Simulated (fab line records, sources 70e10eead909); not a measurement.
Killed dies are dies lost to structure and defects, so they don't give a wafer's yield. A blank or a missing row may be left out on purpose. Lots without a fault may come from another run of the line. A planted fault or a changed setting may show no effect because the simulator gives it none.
Chamber matching | flow nand_harc | NHARC_A_STAIRCASE_DEP_417 on pecvd-02: 3 sister chambers
The step deposits Si3N4, target thk 60 nm. 24 wafers are shown with their chamber, then 12 later ones without.

WAFERS WITH THEIR CHAMBER
wafer  | chamber | showerhead_vpp_V (V) | heater_power_w (W) | susceptor_temp_C (C)
L075.1 | 1       | 1342                 | 588                | 399.73
L075.3 | 2       | 1326                 | 734                | 400.18
L075.6 | 1       | 1350                 | 597                | 399.79
L074.1 | 1       | 1320                 | 707                | 399.94
L074.2 | 2       | 1345                 | 697                | 399.52
L074.5 | 2       | 1365                 | 712                | 399.22
L076.2 | 0       | 1244                 | 635                | 399.75
L076.3 | 1       | 1338                 | 707                | 400.18
L076.5 | 0       | 1245                 | 663                | 400.07
L081.1 | 2       | 1331                 | 768                | 399.93
L081.5 | 1       | 1315                 | 630                | 399.67
L081.6 | 0       | 1252                 | 636                | 400.27
L082.2 | 2       | 1339                 | 658                | 399.77
L082.4 | 2       | 1340                 | 657                | 400.29
L082.6 | 1       | 1309                 | 678                | 400.18
L083.1 | 0       | 1249                 | 613                | 399.86
L083.3 | 1       | 1345                 | 625                | 399.97
L083.4 | 1       | 1335                 | 631                | 399.98
L087.4 | 2       | 1319                 | 653                | 400.11
L087.5 | 1       | 1341                 | 819                | 400.16
L087.6 | 0       | 1255                 | 615                | 400.35
L089.2 | 1       | 1336                 | 693                | 400.05
L089.4 | 1       | 1326                 | 694                | 400.32
L089.6 | 0       | 1235                 | 669                | 399.88

SIGNATURES (means of the wafers above)
reading          | chamber 0 | chamber 1 | chamber 2 | scatter within a chamber
showerhead_vpp_V | 1246.67   | 1332.45   | 1337.86   | 12.6
heater_power_w   | 638.50    | 669.91    | 697.00    | 52.4
susceptor_temp_C | 400.0300  | 399.9973  | 399.8600  | 0.276
Rule: a wafer's distance from a chamber is the root of the sum, over the readings, of the square of ((its reading less the chamber's mean) divided by the reading's scatter). The wafer belongs to the nearest chamber; if the next one is less than 2 further off, it can't be placed. The scatter: the root of (the sum of the squares of (reading less its chamber's mean) over the shown wafers, divided by (wafers less chambers)).

WAFERS WITHOUT THEIR CHAMBER
wafer  | showerhead_vpp_V (V) | heater_power_w (W) | susceptor_temp_C (C)
L090.1 | 1338                 | 794                | 399.96
L090.3 | 1251                 | 671                | 399.50
L090.4 | 1351                 | 578                | 399.86
L093.2 | 1315                 | 821                | 400.05
L093.4 | 1250                 | 651                | 399.87
L093.5 | 1374                 | 621                | 400.08
L092.3 | 1323                 | 605                | 400.23
L092.4 | 1338                 | 600                | 400.36
L092.5 | 1331                 | 782                | 399.69
L095.3 | 1331                 | 741                | 400.20
L095.4 | 1233                 | 658                | 400.32
L095.5 | 1325                 | 737                | 399.89

WHICH CHAMBER EACH WENT THROUGH
wafer  | from the rows above     | in truth
L090.1 | can't be placed: 2 or 1 | 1
L090.3 | 0                       | 0
L090.4 | can't be placed: 1 or 2 | 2
L093.2 | can't be placed: 2 or 1 | 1
L093.4 | 0                       | 0
L093.5 | can't be placed: 2 or 1 | 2
L092.3 | can't be placed: 1 or 2 | 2
L092.4 | can't be placed: 1 or 2 | 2
L092.5 | can't be placed: 2 or 1 | 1
L095.3 | can't be placed: 1 or 2 | 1
L095.4 | 0                       | 0
L095.5 | can't be placed: 2 or 1 | 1
Placed correctly: 3 of 12. Can't be placed from these rows: 9 (the true chamber is among the candidates in 9). Placed wrongly: 0.
